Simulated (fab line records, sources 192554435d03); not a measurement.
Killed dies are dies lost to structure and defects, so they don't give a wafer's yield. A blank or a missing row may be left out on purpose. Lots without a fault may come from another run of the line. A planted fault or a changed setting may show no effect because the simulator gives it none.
Split-lot experiment | flow n5_finfet | 7 lots, 21 wafers read, on a route of 1938 steps

THE SPLIT
At N5_BEOL_M9_COAT_05 (resist thk 90 nm), the setting spin_rpm was moved away from the recipe's 1500 rpm on 5 of the 21 wafers read, by +3.3% to +10.8%. The other wafers ran this setting at the recipe's value.

FROM THE SPLIT TO THE READING: what the file shows between them, 5 steps
- N5_BEOL_M9_EBR_07
- N5_BEOL_M9_SOFTBAKE_06: time 60 s
- N5_BEOL_M9_EXPOSE_08: exposes mask M9
- N5_BEOL_M9_PEB_09: peb time 60 s
- N5_BEOL_M9_DEVELOP_10: develop time 30 s

THE READING
CAR-ArF_of_BEOL_M9_COAT_05.thk_nm (the simulator's own value, which no gauge read), in nm, at N5_BEOL_M9_DESCUM_16 (chemistry O2, time 7.9 s). The file gives no usual value for it. The 16 wafers here that ran the recipe average 83.2 nm, standard deviation 0.26 nm.

wafer  | tool, chamber at the split | spin_rpm as run, rpm | against the recipe | CAR-ArF_of_BEOL_M9_COAT_05.thk_nm, nm | against lot-mates on the recipe
L076.2 | litho_track-04, 0          | 1500                 | recipe             | 83.2                                  | -
L076.4 | litho_track-04, 0          | 1500                 | recipe             | 83.2                                  | -
L076.6 | litho_track-04, 0          | 1500                 | recipe             | 83.2                                  | -
L082.1 | litho_track-04, 0          | 1500                 | recipe             | 83.4                                  | -
L082.2 | litho_track-04, 0          | 1500                 | recipe             | 83.4                                  | -
L082.4 | litho_track-04, 0          | 1500                 | recipe             | 83.2                                  | -
L085.2 | litho_track-04, 0          | 1662                 | +10.8%             | 78.6                                  | -4.5
L085.3 | litho_track-04, 0          | 1500                 | recipe             | 83                                    | -
L085.5 | litho_track-04, 0          | 1500                 | recipe             | 83.2                                  | -
L090.1 | litho_track-05, 0          | 1549                 | +3.3%              | 81.6                                  | -1.2
L090.2 | litho_track-05, 0          | 1500                 | recipe             | 82.8                                  | -
L090.6 | litho_track-05, 0          | 1549                 | +3.3%              | 81.4                                  | -1.4
L091.1 | litho_track-05, 0          | 1500                 | recipe             | 83.2                                  | -
L091.4 | litho_track-05, 0          | 1661                 | +10.7%             | 78.8                                  | -4.3
L091.5 | litho_track-05, 0          | 1500                 | recipe             | 83                                    | -
L096.3 | litho_track-03, 0          | 1500                 | recipe             | 83.8                                  | -
L096.5 | litho_track-03, 0          | 1500                 | recipe             | 83.4                                  | -
L096.6 | litho_track-03, 0          | 1500                 | recipe             | 83.4                                  | -
L095.4 | litho_track-05, 0          | 1607                 | +7.1%              | 80.2                                  | -2.7
L095.5 | litho_track-05, 0          | 1500                 | recipe             | 83.2                                  | -
L095.6 | litho_track-05, 0          | 1500                 | recipe             | 82.6                                  | -

THE FIT
A straight line over all 21 wafers: CAR-ArF_of_BEOL_M9_COAT_05.thk_nm changes by -0.423 nm for each +1% of spin_rpm; r = -0.98; the points scatter about the line by 0.27 nm.
The same after taking each lot's own level away (the mean of its wafers on the recipe; 21 wafers): -0.403 nm for each +1%; r = -0.99; scatter 0.15 nm.
On that fit, the largest move of spin_rpm shifts the reading by 4.4 nm.
The lots' own levels span 82.80 to 83.53 nm, that is 2.8 times the standard deviation above.
So the lot-to-lot level changes the slope little: the two slopes agree.
Check: with one of the wafers moved furthest among these (+10.8%) left out of the fit, the line predicts -4.26 nm for it against its lot-mates. It came out at -4.5 nm against them.

OTHER SPLITS ON THESE WAFERS
These wafers also went through other splits before the reading. Each is held against what the fit with the lots' levels taken away leaves over:
other split on the same wafers | wafers away from the commonest value | r with CAR-ArF_of_BEOL_M9_COAT_05.thk_nm (lot level and that fit taken away)
N5_BEOL_M8_PECVD_70 temp_c     | 7                                    | +0.08

THE WHOLE CHAIN: every reading that the file lists as answering this split, in the file's order
step                  | what it does             | reading                                                                            | change (the file's fit)               | r (the file's)
N5_BEOL_M9_COAT_05    | resist thk 90 nm         | CAR-ArF_of_BEOL_M9_COAT_05.thk_nm (the simulator's own value, which no gauge read) | -0.408 nm for each +1% of the setting | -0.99
N5_BEOL_M9_DEVELOP_10 | develop time 30 s        | CAR-ArF_of_BEOL_M9_COAT_05.thk_nm (the simulator's own value, which no gauge read) | -0.417 nm for each +1% of the setting | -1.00
N5_BEOL_M9_DESCUM_16  | chemistry O2, time 7.9 s | CAR-ArF_of_BEOL_M9_COAT_05.thk_nm (the simulator's own value, which no gauge read) | -0.403 nm for each +1% of the setting | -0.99

THE FILE'S OWN FIT
CAR-ArF_of_BEOL_M9_COAT_05.thk_nm changes by -0.403 nm for each +1% of spin_rpm, r = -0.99.
